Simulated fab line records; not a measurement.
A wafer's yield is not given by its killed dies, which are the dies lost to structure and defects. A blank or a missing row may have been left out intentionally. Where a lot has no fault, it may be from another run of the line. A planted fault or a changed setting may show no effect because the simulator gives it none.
A struck lot beside a sound one    flow nand_harc    13 steps out of a route of 1159
Sound: wafers L624.1, L624.3, L624.5. Struck: wafer L617.6. (L617.2 of the same lot was not struck and is left out.) The cause comes at the end.
For every step that has rows: the tool of each side, followed by ch and its chambers, followed by its first start. Under that, the readings that differ: sound wafers    struck wafers    difference of the means    sigmas: that difference in standard deviations of wafers without a fault.
alike: readings whose means differ by less than 2 such deviations, and words and numbers that are the same on both sides. not compared: withheld readings, readings that some wafer has no value for, bounds like >300 that may hide the same value, and numbers for which the record gives no deviation and whose values overlap.
Wherever a step has rows on one side only, a row that says differs or no value, or a row with sigmas, the two part there. Numbers that don't overlap but have no deviation are shown without sigmas and don't part them. A reading missing from all wafers of one side parts the sides only when that side holds two or more wafers.

NHARC_A_ONON_D1_THK_MEAS_30: measures by ellipsometry.
  struck on film_metro-02, day 9 17:46; sound on film_metro-01, day 11 16:06
  alike: thk_nm
NHARC_A_ONON_D1_DEP_33: deposits SiO2, target thk 200 nm.
  sound on pecvd-01 ch 0,1, day 11 16:12; struck on pecvd-02 ch 2, day 9 17:49
  alike: heater_power_w, throttle_valve_pct
NHARC_A_ONON_D1_THK_MEAS_34: measures by ellipsometry.
  struck on film_metro-02, day 9 18:14; sound on film_metro-02, day 11 16:34
  alike: thk_nm
NHARC_A_ONON_D1_INSPECT_32:
  struck on defect_inspect-01, day 9 18:18; sound on defect_inspect-01, day 11 16:38
  alike: raw_defect_count
NHARC_A_CHANNEL_HOLE_D1_DEP_00: deposits aC, target thk 3100 nm.
  sound on acl_dep-01 ch 0, day 11 16:42; struck on acl_dep-01 ch 0, day 9 19:58
  alike: throttle_valve_pct
NHARC_A_CHANNEL_HOLE_D1_DEP_01: deposits SiON, target thk 140 nm.
  sound on pecvd-04 ch 0,1, day 11 18:39; struck on pecvd-04 ch 0, day 9 20:19
  alike: heater_power_w
then, 5 steps without rows for these wafers: NHARC_A_CHANNEL_HOLE_D1_DEHYDRATE_02 (time 120 s); NHARC_A_CHANNEL_HOLE_D1_HMDS_03 (time 30 s); NHARC_A_CHANNEL_HOLE_D1_COAT_36 (time 75 s); NHARC_A_CHANNEL_HOLE_D1_COAT_37 (time 65 s); NHARC_A_CHANNEL_HOLE_D1_COAT_04 (resist thk 90 nm).
NHARC_A_CHANNEL_HOLE_D1_SOFTBAKE_05: time 55 s.
  sound on litho_track-04 ch 0, day 11 18:00; struck on litho_track-01 ch 0, day 9 20:00
reading                   sound                 struck  difference  sigmas
heater_power_total_W (W)  188.68 188.48 188.37  323.53  +135.02     +99 or more
following that, these wafers have no rows for 1 step: NHARC_A_CHANNEL_HOLE_D1_EBR_06.

WHERE THEY PART
At NHARC_A_CHANNEL_HOLE_D1_SOFTBAKE_05 and nowhere else, as far as this record goes.

WHY: what the simulator had put in
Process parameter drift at NHARC_A_CHANNEL_HOLE_D1_SOFTBAKE_05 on litho_track-01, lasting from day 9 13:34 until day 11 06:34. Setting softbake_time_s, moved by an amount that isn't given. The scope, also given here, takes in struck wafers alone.
